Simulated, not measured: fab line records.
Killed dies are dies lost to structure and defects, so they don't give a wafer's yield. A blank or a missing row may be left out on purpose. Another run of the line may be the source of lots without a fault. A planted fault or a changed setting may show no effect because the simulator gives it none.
Matching of chambers / flow n5Finfet / rieDiel-01 running N5_BEOL_M6_ETCH_65: 4 sister chambers
The step etches SiARC in CF4, target depth 15.6 nm, time 26 s. 16 wafers are shown with their chamber, then 8 later ones without.

WAFERS PAIRED WITH THEIR CHAMBERS
wafer=L078.1; chamber=2; showerheadPlenumPTorr (Torr)=2.19; etchRfOnTimeS (s)=26.8; throttleValvePct (%)=15.79
wafer=L078.2; chamber=1; showerheadPlenumPTorr (Torr)=2.10; etchRfOnTimeS (s)=26.8; throttleValvePct (%)=15.30
wafer=L078.5; chamber=2; showerheadPlenumPTorr (Torr)=2.19; etchRfOnTimeS (s)=26.8; throttleValvePct (%)=15.78
wafer=L081.2; chamber=3; showerheadPlenumPTorr (Torr)=2.27; etchRfOnTimeS (s)=25.1; throttleValvePct (%)=15.72
wafer=L081.3; chamber=2; showerheadPlenumPTorr (Torr)=2.19; etchRfOnTimeS (s)=26.9; throttleValvePct (%)=15.79
wafer=L081.4; chamber=0; showerheadPlenumPTorr (Torr)=2.25; etchRfOnTimeS (s)=25.4; throttleValvePct (%)=15.48
wafer=L086.2; chamber=3; showerheadPlenumPTorr (Torr)=2.27; etchRfOnTimeS (s)=25.3; throttleValvePct (%)=15.76
wafer=L086.3; chamber=1; showerheadPlenumPTorr (Torr)=2.09; etchRfOnTimeS (s)=26.4; throttleValvePct (%)=15.36
wafer=L086.6; chamber=0; showerheadPlenumPTorr (Torr)=2.25; etchRfOnTimeS (s)=25.6; throttleValvePct (%)=15.52
wafer=L089.1; chamber=3; showerheadPlenumPTorr (Torr)=2.27; etchRfOnTimeS (s)=25.6; throttleValvePct (%)=15.77
wafer=L089.2; chamber=1; showerheadPlenumPTorr (Torr)=2.09; etchRfOnTimeS (s)=26.7; throttleValvePct (%)=15.35
wafer=L089.6; chamber=0; showerheadPlenumPTorr (Torr)=2.25; etchRfOnTimeS (s)=25.6; throttleValvePct (%)=15.53
wafer=L091.1; chamber=0; showerheadPlenumPTorr (Torr)=2.24; etchRfOnTimeS (s)=25.7; throttleValvePct (%)=15.52
wafer=L091.4; chamber=2; showerheadPlenumPTorr (Torr)=2.18; etchRfOnTimeS (s)=26.1; throttleValvePct (%)=15.31
wafer=L091.5; chamber=1; showerheadPlenumPTorr (Torr)=2.08; etchRfOnTimeS (s)=26.8; throttleValvePct (%)=15.36
wafer=L093.2; chamber=2; showerheadPlenumPTorr (Torr)=2.18; etchRfOnTimeS (s)=25.8; throttleValvePct (%)=15.33

SIGNATURES, as means of the wafers listed above
reading=showerheadPlenumPTorr; chamber 0=2.2475; chamber 1=2.0900; chamber 2=2.1860; chamber 3=2.2700; scatter within a chamber=0.00574
reading=etchRfOnTimeS; chamber 0=25.575; chamber 1=26.675; chamber 2=26.480; chamber 3=25.333; scatter within a chamber=0.325
reading=throttleValvePct; chamber 0=15.5125; chamber 1=15.3425; chamber 2=15.6000; chamber 3=15.7500; scatter within a chamber=0.149
Rule: a wafer's distance from a chamber is the root of the sum, over the readings, of the square of ((its reading less the chamber's mean) divided by the reading's scatter). The wafer belongs to the nearest chamber; if the next one is less than 2 further off, it can't be placed. The scatter: the root of (the sum of the squares of (reading less its chamber's mean) over the shown wafers, divided by (wafers less chambers)).

WAFERS MISSING THEIR CHAMBER
wafer=L093.5; showerheadPlenumPTorr (Torr)=2.26; etchRfOnTimeS (s)=25.4; throttleValvePct (%)=15.78
wafer=L093.6; showerheadPlenumPTorr (Torr)=2.24; etchRfOnTimeS (s)=25.5; throttleValvePct (%)=15.54
wafer=L094.2; showerheadPlenumPTorr (Torr)=2.24; etchRfOnTimeS (s)=25.5; throttleValvePct (%)=15.56
wafer=L094.3; showerheadPlenumPTorr (Torr)=2.08; etchRfOnTimeS (s)=26.9; throttleValvePct (%)=15.38
wafer=L094.4; showerheadPlenumPTorr (Torr)=2.26; etchRfOnTimeS (s)=24.9; throttleValvePct (%)=15.79
wafer=L096.3; showerheadPlenumPTorr (Torr)=2.18; etchRfOnTimeS (s)=25.8; throttleValvePct (%)=15.34
wafer=L096.4; showerheadPlenumPTorr (Torr)=2.08; etchRfOnTimeS (s)=26.6; throttleValvePct (%)=15.38
wafer=L096.5; showerheadPlenumPTorr (Torr)=2.24; etchRfOnTimeS (s)=25.4; throttleValvePct (%)=15.54

WHICH CHAMBER EACH ONE RAN IN
wafer=L093.5; from the rows above=can't be placed: 3 or 0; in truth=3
wafer=L093.6; from the rows above=0; in truth=0
wafer=L094.2; from the rows above=0; in truth=0
wafer=L094.3; from the rows above=1; in truth=1
wafer=L094.4; from the rows above=can't be placed: 3 or 0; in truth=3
wafer=L096.3; from the rows above=2; in truth=2
wafer=L096.4; from the rows above=1; in truth=1
wafer=L096.5; from the rows above=0; in truth=0
Correct placement for 6 of the 8. Can't be placed from these rows: 2 (the true chamber is among the candidates in 2). Wrongly placed: 0.
